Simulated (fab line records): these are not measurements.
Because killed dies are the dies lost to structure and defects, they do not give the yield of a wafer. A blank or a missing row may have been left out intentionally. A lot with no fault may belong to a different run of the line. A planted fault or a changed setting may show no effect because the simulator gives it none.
Matching of chambers | flow nandHarc | 4 sister chambers for NHARC_A_BLC_ALD_23 on aldMetal-02
The step deposits TiN, target thk 3 nm, pulse time 1 s, ald cycles 150. 16 wafers are shown with their chamber, then 8 later ones without.

## WAFERS WITH THEIR CHAMBER
wafer  | chamber | heaterPowerW (W) | precursorPulseHeightRel
L074.2 | 2       | 972              | 1.000
L074.4 | 3       | 1010             | 0.995
L074.6 | 2       | 976              | 1.032
L076.1 | 0       | 956              | 1.009
L076.2 | 2       | 965              | 0.981
L076.6 | 3       | 1021             | 1.023
L079.1 | 0       | 972              | 0.983
L079.4 | 2       | 955              | 1.002
L079.6 | 1       | 1035             | 1.013
L082.4 | 3       | 1040             | 1.003
L082.5 | 2       | 984              | 1.015
L082.6 | 1       | 1032             | 1.009
L083.2 | 2       | 979              | 1.014
L083.5 | 2       | 1000             | 0.988
L083.6 | 1       | 1016             | 1.030
L088.1 | 3       | 1015             | 0.963

SIGNATURES, as means of the wafers listed above
reading                 | chamber 0 | chamber 1 | chamber 2 | chamber 3 | scatter within a chamber
heaterPowerW            | 964.00    | 1027.67   | 975.86    | 1021.50   | 13.2
precursorPulseHeightRel | 0.99600   | 1.01733   | 1.00457   | 0.99600   | 0.0188
Rule: a wafer lies at a distance from a chamber equal to the root of the sum of squares, over the readings, of (its reading less the chamber's mean, divided by the reading's scatter). The wafer belongs to the nearest chamber; if the next one is less than 2 further off, it can't be placed. The scatter: take each reading less its chamber's mean, square it, sum over the shown wafers, divide by the number of wafers less the number of chambers, and take the root.

## WAFERS WITHOUT THEIR CHAMBER
wafer  | heaterPowerW (W) | precursorPulseHeightRel
L088.3 | 979              | 0.991
L088.6 | 993              | 0.981
L090.2 | 1069             | 1.007
L090.4 | 1005             | 0.966
L090.5 | 963              | 0.948
L093.1 | 1022             | 1.006
L093.2 | 1006             | 1.021
L093.6 | 1042             | 1.052

## THE CHAMBER EACH PASSED THROUGH
wafer  | from the rows above               | in truth
L088.3 | can't be placed: 2 or 0           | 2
L088.6 | can't be placed: 2 or 3 or 0 or 1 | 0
L090.2 | can't be placed: 1 or 3           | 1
L090.4 | can't be placed: 3 or 2 or 1 or 0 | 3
L090.5 | can't be placed: 0 or 2           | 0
L093.1 | can't be placed: 3 or 1           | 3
L093.2 | can't be placed: 1 or 3 or 2 or 0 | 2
L093.6 | can't be placed: 1 or 3           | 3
Correctly placed: 0 of 8. These rows do not allow placing 8 (true chamber among the candidates in 8). 0 placed wrongly.
